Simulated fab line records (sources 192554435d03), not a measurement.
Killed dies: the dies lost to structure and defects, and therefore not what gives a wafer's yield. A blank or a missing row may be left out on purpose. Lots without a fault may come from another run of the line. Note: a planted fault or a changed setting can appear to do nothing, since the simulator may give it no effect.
Matching of chambers ; flow n5 finfet ; 4 sister chambers for N5_GATE_CUT_SAC_CAP_01 on ald sin-01
The step material SiNx, target thk 24 nm, pulse time 1 s, ald cycles 480. 18 wafers are shown with their chamber, then 9 later ones without.

WAFERS, EACH WITH ITS CHAMBER
wafer;chamber;heater power w (W);precursor pulse height rel
L074.1;3;782;0.998
L074.2;1;772;1.020
L074.4;2;844;1.027
L075.3;1;759;1.020
L075.4;3;787;1.026
L075.6;2;834;1.049
L077.1;0;977;1.000
L077.2;1;757;0.969
L077.5;2;846;1.018
L080.1;2;870;0.983
L080.2;0;996;1.002
L080.3;1;760;0.991
L080.4;3;800;1.003
L080.5;0;966;1.004
L080.6;3;795;0.962
L088.1;2;855;1.015
L088.3;3;800;0.983
L088.6;2;874;0.995

SIGNATURES (means of the wafers above)
reading;chamber 0;chamber 1;chamber 2;chamber 3;scatter within a chamber
heater power w;979.67;762.00;853.83;792.80;12.2
precursor pulse height rel;1.00200;1.00000;1.01450;0.99440;0.0221
Rule: a wafer's distance from a chamber is the root of the sum, over the readings, of the square of ((its reading less the chamber's mean) divided by the reading's scatter). The wafer belongs to the nearest chamber; if the next one is less than 2 further off, it can't be placed. The scatter is the square root of a quotient: the sum, over the shown wafers, of each reading's squared deviation from its chamber's mean, divided by wafers minus chambers.

WAFERS WHOSE CHAMBER IS MISSING
wafer;heater power w (W);precursor pulse height rel
L089.3;787;0.974
L089.4;778;1.000
L089.6;987;1.031
L090.4;760;1.004
L090.5;951;0.995
L090.6;798;1.000
L094.2;888;0.981
L094.4;867;0.994
L094.6;996;1.016

WHICH CHAMBER EACH WENT THROUGH
wafer;from the rows above;in truth
L089.3;can't be placed: 3 or 1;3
L089.4;can't be placed: 3 or 1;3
L089.6;0;0
L090.4;1;1
L090.5;0;0
L090.6;3;3
L094.2;2;2
L094.4;2;2
L094.6;0;0
Placed correctly: 7 of 9. Can't be placed from these rows: 2 (the true chamber is among the candidates in 2). Placed wrongly: 0.
